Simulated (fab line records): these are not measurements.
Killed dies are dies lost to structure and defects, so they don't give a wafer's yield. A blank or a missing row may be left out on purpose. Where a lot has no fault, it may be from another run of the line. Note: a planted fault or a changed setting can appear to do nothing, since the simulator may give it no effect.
A lot that was struck, set against a sound lot + flow nand-harc + 34 out of 1159 route steps
Sound: these wafers, L198.1, L198.2, L198.4. Wafers struck: L206.3, L206.4, L206.5. The cause is named last.
At each step with rows: each side's tool, then ch and its chambers, then its first start. Under that, the readings that differ: sound wafers + struck wafers + difference of the means + sigmas: that difference in standard deviations of wafers without a fault.
alike: readings with means less than 2 such deviations apart, plus words and numbers identical on both sides. not compared: withheld readings, readings lacking a value on some wafer, bounds such as >300 that could conceal the same value, and numbers that have no deviation in the record and whose values overlap.
Wherever a step has rows on one side only, a row that says differs or no value, or a row with sigmas, the two part there. Numbers that have no deviation but don't overlap get no sigmas and don't part them. A reading that every wafer of one side lacks parts them only if that side has two wafers or more.

first, 2 steps without rows for these wafers: NHARC_A_BLC_PEB_08 (peb time 65 s); NHARC_A_BLC_DEVELOP_09 (develop time 35 s).
NHARC_A_BLC_CD_MEAS_10: target cd 100 nm.
  sound on cd-sem-02 ch 0, day 20 04:12; struck on cd-sem-02 ch 0, day 21 23:43
  alike: cd-nm
NHARC_A_BLC_OVL_MEAS_11:
  sound: overlay-02 at day 20 04:17; struck: overlay-01 at day 21 23:49
| reading           | sound          | struck      | difference | sigmas |
|-------------------|----------------|-------------|------------|--------|
| overlay-x-nm (nm) | -1.4 -0.6 -1.5 | 0.4 0.8 0.5 | +1.7       | +2     |
  alike: overlay-y-nm
NHARC_A_BLC_INSPECT_12:
  sound: defect-inspect-01 at day 20 04:19; struck: defect-inspect-02 at day 21 23:52
| reading          | sound    | struck   | difference | sigmas |
|------------------|----------|----------|------------|--------|
| raw-defect-count | 50 48 52 | 12 15 26 | -32        | -2     |
then, 2 steps without rows for these wafers: NHARC_A_BLC_DESCUM_15 (chemistry O2, time 3 s); NHARC_A_BLC_ETCH_16 (etches the open film in CF4, target depth 39 nm, time 65 s).
NHARC_A_BLC_ETCH_17: etches the open film in N2/H2, target depth 390 nm, time 609.38 s.
  sound on rie-diel-06 ch 0,1,2; struck on rie-diel-06 ch 1,3
  alike: chamber-pressure-mTorr, drypump-motor-current-A, mfc-ar-sccm, oes-product-au, rf-vpp-V, showerhead-plenum-p-Torr, throttle-valve-pct
  not compared: rf-hours-counter-h
then, 1 step without rows for these wafers: NHARC_A_BLC_ETCH_18 (etches the open film in C4F8/O2/Ar, target depth 910 nm).
NHARC_A_BLC_CD_MEAS_19:
  sound: cd-sem-03 at day 20 05:21; struck: cd-sem-01 at day 22 00:53
  alike: cd-nm
NHARC_A_BLC_STRIP_29: strips in CF4.
  sound on rie-diel-08 ch 0,1,2, day 20 05:26; struck on rie-diel-06 ch 0,1,3, day 22 00:59
  alike: chamber-pressure-mTorr, drypump-motor-current-A, mfc-ar-sccm, oes-product-au, rf-vpp-V, showerhead-plenum-p-Torr, throttle-valve-pct
  not compared: rf-hours-counter-h
NHARC_A_BLC_STRIP_21: strips in O2.
  sound on rie-diel-08 ch 0,1,3, day 20 05:32; struck on rie-diel-06 ch 0,2,3, day 22 01:04
| reading      | sound          | struck         | difference | sigmas |
|--------------|----------------|----------------|------------|--------|
| rf-vpp-V (V) | 55.7 58.9 56.5 | 59.5 58.7 58.5 | +1.9       | +2     |
  alike: chamber-pressure-mTorr, drypump-motor-current-A, mfc-ar-sccm, o2-flow-sccm, oes-product-au, showerhead-plenum-p-Torr, throttle-valve-pct
  not compared: rf-hours-counter-h
NHARC_A_BLC_STRIP_22: strips in post etch residue remover, time 600 s.
  sound on wet-bench-01 ch 3,5,6, day 20 05:41; struck on wet-bench-01 ch 0,2,4, day 22 01:13
then, 5 steps without rows for these wafers: NHARC_A_BLC_DEGAS_30 (time 60 s); NHARC_A_BLC_PRE_CLEAN_31 (time 15 s); NHARC_A_BLC_PVD_32 (deposits Ti, target thk 5 nm, time 17.7 s); NHARC_A_BLC_ALD_23 (deposits TiN, target thk 3 nm, pulse time 1 s, ald cycles 150); NHARC_A_BLC_CVD_24 (deposits W, target thk 150 nm, time 434 s).
NHARC_A_BLC_CMP_25: polishes, t overpolish 30 s, target thk 150 nm.
  sound on cmp-01 ch 0,1,3, day 20 12:52; struck on cmp-02 ch 0,1, day 22 02:28
  alike: motor-current-A, overpolish-run-s, time-to-endpoint-s
then, 11 steps without rows for these wafers: NHARC_A_BLC_SRD_27; NHARC_A_M0_DEP_00 (deposits SiOC, target thk 150 nm); NHARC_A_M0_DEHYDRATE_01 (time 120 s); NHARC_A_M0_HMDS_02 (time 30 s); NHARC_A_M0_COAT_33 (time 65 s); NHARC_A_M0_COAT_03 (resist thk 90 nm); NHARC_A_M0_SOFTBAKE_04 (time 55 s); NHARC_A_M0_EBR_05; NHARC_A_M0_EXPOSE_06 (exposes mask A M0, target cd 80 nm); NHARC_A_M0_PEB_07 (peb time 65 s); NHARC_A_M0_DEVELOP_08 (develop time 35 s).
NHARC_A_M0_CD_MEAS_09: target cd 80 nm.
  sound on cd-sem-03 ch 0, day 20 14:01; struck on cd-sem-03 ch 0, day 22 03:46
  alike: cd-nm
NHARC_A_M0_OVL_MEAS_10: pitch 160 nm.
  sound: overlay-01 at day 20 14:06; struck: overlay-01 at day 22 03:50
  alike: overlay-x-nm, overlay-y-nm
NHARC_A_M0_DESCUM_14: chemistry O2, time 3 s.
  sound on rie-diel-05 ch 0,2,3, day 20 14:11; struck on rie-diel-07 ch 0,2,3, day 22 05:54
| reading | sound | struck                                                                     | difference                   | sigmas |
|---------|-------|----------------------------------------------------------------------------|------------------------------|--------|
| hold    | - - - | await-dispo/1.8h/release await-dispo/1.8h/release await-dispo/1.8h/release | no value on the sound wafers |        |
  alike: chamber-pressure-mTorr, drypump-motor-current-A, mfc-ar-sccm, o2-flow-sccm, oes-product-au, rf-vpp-V, showerhead-plenum-p-Torr, throttle-valve-pct
  not compared: rf-hours-counter-h
-- jump in the record: it breaks off in module A_M0 and resumes in module END (first step shown: number 1159 of the route), and 3 days separate the struck wafers' starts before and after --
NHARC_END_SORT_01:
  sound on prober-02 ch 0, day 22 06:04; struck on prober-01 ch 0, day 24 22:46
| reading         | sound    | struck    | difference | sigmas |
|-----------------|----------|-----------|------------|--------|
| killed-at-array | 41 50 54 | 72 65 102 | +31        | +3     |
| killed-dies     | 44 53 55 | 73 68 106 | +32        | +3     |
  alike: killed-at-other, killed-at-periphery, killed-open, killed-short

WHERE THEY PART
At NHARC_A_BLC_OVL_MEAS_11 first; at NHARC_END_SORT_01 last (within this record only).

WHY: whatever the simulator had introduced
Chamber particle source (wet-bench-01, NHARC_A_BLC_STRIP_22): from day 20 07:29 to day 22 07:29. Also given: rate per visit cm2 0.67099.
